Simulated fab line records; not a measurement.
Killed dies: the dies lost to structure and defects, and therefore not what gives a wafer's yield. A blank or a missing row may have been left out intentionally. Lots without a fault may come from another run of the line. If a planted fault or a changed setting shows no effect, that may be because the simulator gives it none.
Chamber matching | flow n5_finfet | rie_diel-01 running N5_BEOL_M1_DESCUM_33: 4 sister chambers
The step chemistry O2, time 7 s. 8 wafers are shown with their chamber, then 12 later ones without.

EACH WAFER AND ITS CHAMBER
wafer  | chamber | drypump_motor_current_A (A) | showerhead_plenum_p_Torr (Torr)
L083.4 | 0       | 5.6                         | 2.05
L083.6 | 0       | 5.6                         | 2.05
L084.1 | 1       | 5.7                         | 2.22
L084.3 | 2       | 5.8                         | 2.08
L084.6 | 3       | 6.2                         | 2.06
L090.2 | 3       | 6.1                         | 2.06
L090.3 | 1       | 5.7                         | 2.22
L090.5 | 2       | 5.8                         | 2.07

WAFERS WITHOUT THEIR CHAMBER
wafer  | drypump_motor_current_A (A) | showerhead_plenum_p_Torr (Torr)
L093.1 | 5.8                         | 2.07
L093.2 | 6.2                         | 2.05
L093.3 | 5.7                         | 2.22
L093.4 | 5.7                         | 2.22
L093.5 | 5.8                         | 2.07
L093.6 | 6.2                         | 2.05
L095.1 | 5.8                         | 2.22
L095.2 | 6.2                         | 2.05
L095.3 | 5.8                         | 2.07
L095.4 | 5.8                         | 2.07
L095.5 | 6.2                         | 2.05
L095.6 | 5.7                         | 2.22

WHICH CHAMBER EACH ONE RAN IN
wafer  | from the rows above | in truth
L093.1 | 2                   | 2
L093.2 | 3                   | 3
L093.3 | 1                   | 1
L093.4 | 1                   | 1
L093.5 | 2                   | 2
L093.6 | 3                   | 3
L095.1 | 1                   | 1
L095.2 | 3                   | 3
L095.3 | 2                   | 2
L095.4 | 2                   | 2
L095.5 | 3                   | 3
L095.6 | 1                   | 1
Placed correctly: 12 of 12. Left unplaced by these rows: 0. Wrongly placed: 0.
How it was worked out, from the rows above alone: a wafer's distance from a chamber is the root of the sum, over the readings, of the square of ((its reading less the chamber's mean) divided by the reading's scatter). If the next closest chamber is less than 2 further off than the closest, the wafer can't be placed; otherwise it belongs to the closest. For every chamber, the mean is computed from those of its wafers that are shown. The scatter is the square root of a quotient: the sum, over the shown wafers, of each reading's squared deviation from its chamber's mean, divided by wafers minus chambers.
